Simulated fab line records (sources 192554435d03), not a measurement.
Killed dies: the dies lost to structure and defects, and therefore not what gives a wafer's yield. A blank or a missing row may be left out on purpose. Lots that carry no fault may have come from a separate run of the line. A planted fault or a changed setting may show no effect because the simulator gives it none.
Problem report in the 8D (eight disciplines) form, filled by code    flow n5_finfet    the parts of the form that need people (team, actions taken, sign-off) are left out

1. WHAT WENT WRONG
Mean of trench_depth_nm at N5_BEOL_M14_OCD_MEAS_35: 0 nm across 9 wafers in 3 lots; on wafers with no fault it is 566 nm (standard deviation 16). Measured from the usual mean, that is -35 standard deviations.
First seen on wafer L984.1, day 12 12:10, on ocd-01. At this step, 29 wafers from 11 lots have a number in the record. The rule behind "out" and "out of limits": a value lying over 4 standard deviations away from the usual mean. All remaining wafers that have a number are taken as sound.

2. WHAT IT IS AND WHAT IT IS NOT
question                     is                      is not
which readings at this step  trench_depth_nm         -
which lots                   L983, L984, L985        L100, L101, L978, L979, L991, L992, L996, L999
which wafers of those lots   all that have a number  -
read on which gauges         ocd-01, ocd-02          -
when                         from day 12 12:10       up to then (5 sound wafers); but 15 sound wafers of L100, L101, L991, L992, L996, L999 came after

3. WHAT RULES OUT EACH SUSPECT
Counting: a tool at any process step up to the reading remains a suspect when it ran all the lots that are out and ran no sound lot after the first of those.
- ruled out: the gauge at N5_BEOL_M14_OCD_MEAS_35. Those wafers that are out were read across 2 gauges (ocd-01, ocd-02).
- rie_diel-02 at N5_BEOL_M14_TRENCH_ETCH_34 (etches SiO2 in C4F8/O2/Ar, target depth 556.65 nm, time 126.9 s): ruled out as a lasting fault. Sound lots L991, L999, L100 ran on it after its first lot that is out, L984 (day 12 12:01).
Left after counting: nothing in the record.

4. THE CAUSE (what the simulator had put in)
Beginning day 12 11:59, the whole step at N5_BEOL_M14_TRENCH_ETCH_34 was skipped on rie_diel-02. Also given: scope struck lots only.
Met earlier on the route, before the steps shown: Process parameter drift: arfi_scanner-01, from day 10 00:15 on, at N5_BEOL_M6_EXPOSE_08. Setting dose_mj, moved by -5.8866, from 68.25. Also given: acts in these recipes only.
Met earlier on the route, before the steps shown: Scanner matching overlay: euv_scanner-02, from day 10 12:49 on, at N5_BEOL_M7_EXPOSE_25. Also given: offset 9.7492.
It was ruled out by counting, in error; the rule expects a fault to strike all lots run on its tool from its start on, and this fault did not.

5. THE EFFECT CHAIN, in route order
Each row: a reading where the mean over the struck wafers with a number is more than 3 standard deviations away from the usual. Only readings whose record carries a usual standard deviation are examined. hours: median over the lots of the time between each lot's start at the first step of this table that gives one and its start at this step. sigmas: the change, counted in usual standard deviations.
hours  step                     reading               usual   on struck wafers  change  sigmas
0      N5_BEOL_M14_OCD_MEAS_35  trench_depth_nm       566 nm  0                 -566    -35
26     N5_PASSIVATION_PROBE_49  defect_limited_yield  91.2 %  0.0               -91.2   -61
26     N5_PASSIVATION_PROBE_49  killed_at_M4_up       13      1073              +1060   +99 or more
26     N5_PASSIVATION_PROBE_49  killed_dies           104     1180              +1076   +63
26     N5_PASSIVATION_PROBE_49  killed_on_rim         14      152               +138    +38
26     N5_PASSIVATION_PROBE_49  sort_bin_5_function   5.1 %   95.5              +90.4   +99 or more
26     N5_PASSIVATION_PROBE_49  sort_n_pass           1076    0                 -1076   -63
26     N5_PASSIVATION_PROBE_49  sort_yield_pct        91.2 %  0.0               -91.2   -61
The process steps in it:
- N5_PASSIVATION_PROBE_49
Readings that are blank on the struck wafers while sound wafers have them: C4F8_flow_sccm at N5_BEOL_M14_TRENCH_ETCH_34; O2_flow_sccm at N5_BEOL_M14_TRENCH_ETCH_34; drypump_motor_current_A at N5_BEOL_M14_TRENCH_ETCH_34; oes_product_au at N5_BEOL_M14_TRENCH_ETCH_34; rf_vpp_V at N5_BEOL_M14_TRENCH_ETCH_34; showerhead_plenum_p_Torr at N5_BEOL_M14_TRENCH_ETCH_34; throttle_valve_pct at N5_BEOL_M14_TRENCH_ETCH_34.

6. HOW IT WOULD HAVE BEEN CAUGHT EARLIER
The first out-of-limits reading at a measuring or inspecting step in this record came at day 12 12:10, 0 hours after the fault's start at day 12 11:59.
At N5_BEOL_M14_TRENCH_ETCH_34 the tool's readings are blank on the struck wafers, where sound wafers have them: an empty tool record is the first sign, and it was there at once.
